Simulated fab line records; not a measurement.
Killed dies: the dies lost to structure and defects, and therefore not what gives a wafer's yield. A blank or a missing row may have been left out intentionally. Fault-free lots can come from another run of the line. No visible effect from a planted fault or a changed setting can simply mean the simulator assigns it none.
Problem report in the 8D (eight disciplines) form, filled by code || flow n5Finfet || the parts of the form that need people (team, actions taken, sign-off) are left out

1. PROBLEM STATEMENT
Wafers without a fault read 40.09 nm, standard deviation 0.24; cdNm at N5_BEOL_M6_CD_MEAS_28 reads a mean of 37.22 nm on 6 wafers belonging to 2 lots. That puts it -12 standard deviations away from the usual mean.
The step: target cd 40 nm.
The first sign was on wafer L746.2 at day 12 19:01, on cdSem-01. At this step, 27 wafers from 9 lots have a number in the record. The rule behind "out" and "out of limits": a value lying over 4 standard deviations away from the usual mean. The other wafers with a number count as sound.

2. WHAT IT IS AND WHAT IT IS NOT
{"question": "which readings at this step", "is": "cdNm", "is not": "-"}
{"question": "which lots", "is": "L746, L749", "is not": "L732, L733, L734, L737, L748, L752, L753"}
{"question": "which wafers of those lots", "is": "all that have a number", "is not": "-"}
{"question": "read on which gauges", "is": "cdSem-01", "is not": "cdSem-02, cdSem-03"}
{"question": "when", "is": "from day 12 19:01", "is not": "up to then (12 sound wafers); but 9 sound wafers of L748, L752, L753 came after"}

3. WHAT RULES OUT EACH SUSPECT
Counting: a tool stays on the suspect list if, at a process step up to the reading, it processed all lots that are out and no sound lot following the first of them.
- ruled out: the gauge at N5_BEOL_M6_CD_MEAS_28. All the wafers that are out were read on cdSem-01, but those of them that N5_BEOL_M6_EXPOSE_25 has rows for are out there too, on other tools.
- pecvd-03 at N5_BEOL_M6_PECVD_70 (deposits SiO2 from TEOS/O2, target thk 20 nm, time 22.7 s): kept. It ran every lot that is out, first L746 (day 12 10:56), and no sound lot after that.
- euvScanner-02 at N5_BEOL_M6_EXPOSE_25 (exposes mask V5, target cd 40 nm): kept. Every lot that is out went through it, starting with L746 (day 12 18:53), and after that it ran no sound lot; the last sound lot it ran before then is L737 (day 9 23:25). Its own readings are out on those wafers: exposureDoseMJCm2.
Remaining after the count are pecvd-03 at N5_BEOL_M6_PECVD_70 and euvScanner-02 at N5_BEOL_M6_EXPOSE_25.

4. THE CAUSE (what the simulator had put in)
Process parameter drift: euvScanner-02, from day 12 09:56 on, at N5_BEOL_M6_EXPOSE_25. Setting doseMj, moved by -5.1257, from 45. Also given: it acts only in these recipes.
2 suspects survive the count, and this tool is in that group.

5. THE EFFECT CHAIN, in route order
One row per reading whose mean, taken over the struck wafers that have a number, lies over 3 standard deviations from the usual. Only readings whose record carries a usual standard deviation are examined. hours: median over the lots of the time between each lot's start at the first step of this table that gives one and its start at this step. sigmas: the change, counted in usual standard deviations.
{"hours": 0, "step": "N5_BEOL_M6_EXPOSE_25", "reading": "exposureDoseMJCm2", "usual": 44.93, "on struck wafers": 40.34, "change": -4.59, "sigmas": -98}
{"hours": 0, "step": "N5_BEOL_M6_CD_MEAS_28", "reading": "cdNm", "usual": "40.09 nm", "on struck wafers": 37.22, "change": -2.87, "sigmas": -12}
{"hours": 86, "step": "N5_PASSIVATION_PROBE_49", "reading": "defectLimitedYield", "usual": "91.3 %", "on struck wafers": 84.4, "change": -6.9, "sigmas": -4.6}
{"hours": 86, "step": "N5_PASSIVATION_PROBE_49", "reading": "killed_at_M4_up", "usual": 13, "on struck wafers": 102, "change": "+89", "sigmas": "+17"}
{"hours": 86, "step": "N5_PASSIVATION_PROBE_49", "reading": "killedDies", "usual": 103, "on struck wafers": 184, "change": "+81", "sigmas": "+4.8"}
{"hours": 86, "step": "N5_PASSIVATION_PROBE_49", "reading": "sort_bin_5_function", "usual": "5.0 %", "on struck wafers": 9.3, "change": "+4.3", "sigmas": "+4.4"}
{"hours": 86, "step": "N5_PASSIVATION_PROBE_49", "reading": "sort_bin_6_memory", "usual": "3.3 %", "on struck wafers": 5.4, "change": "+2.1", "sigmas": "+3.0"}
{"hours": 86, "step": "N5_PASSIVATION_PROBE_49", "reading": "sortNPass", "usual": 1077, "on struck wafers": 996, "change": -81, "sigmas": -4.8}
{"hours": 86, "step": "N5_PASSIVATION_PROBE_49", "reading": "sortYieldPct", "usual": "91.3 %", "on struck wafers": 84.4, "change": -6.9, "sigmas": -4.6}
Here are the process steps it includes:
- N5_BEOL_M6_EXPOSE_25: exposes mask V5, target cd 40 nm.
- N5_PASSIVATION_PROBE_49

6. WHAT WOULD HAVE CAUGHT IT SOONER
In this record the first reading out of limits at a measuring or inspecting step was taken at day 12 19:01, 9 hours after the fault began at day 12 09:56.
Tool's own readings at N5_BEOL_M6_EXPOSE_25, exposureDoseMJCm2: out on all struck wafers the step has rows for; an alarm limit on them would have tripped on the first.
Lots out: 2; of these, L749 started N5_BEOL_M6_EXPOSE_25 on euvScanner-02 after day 12 19:01. A hold on the tool at that time would have spared it.
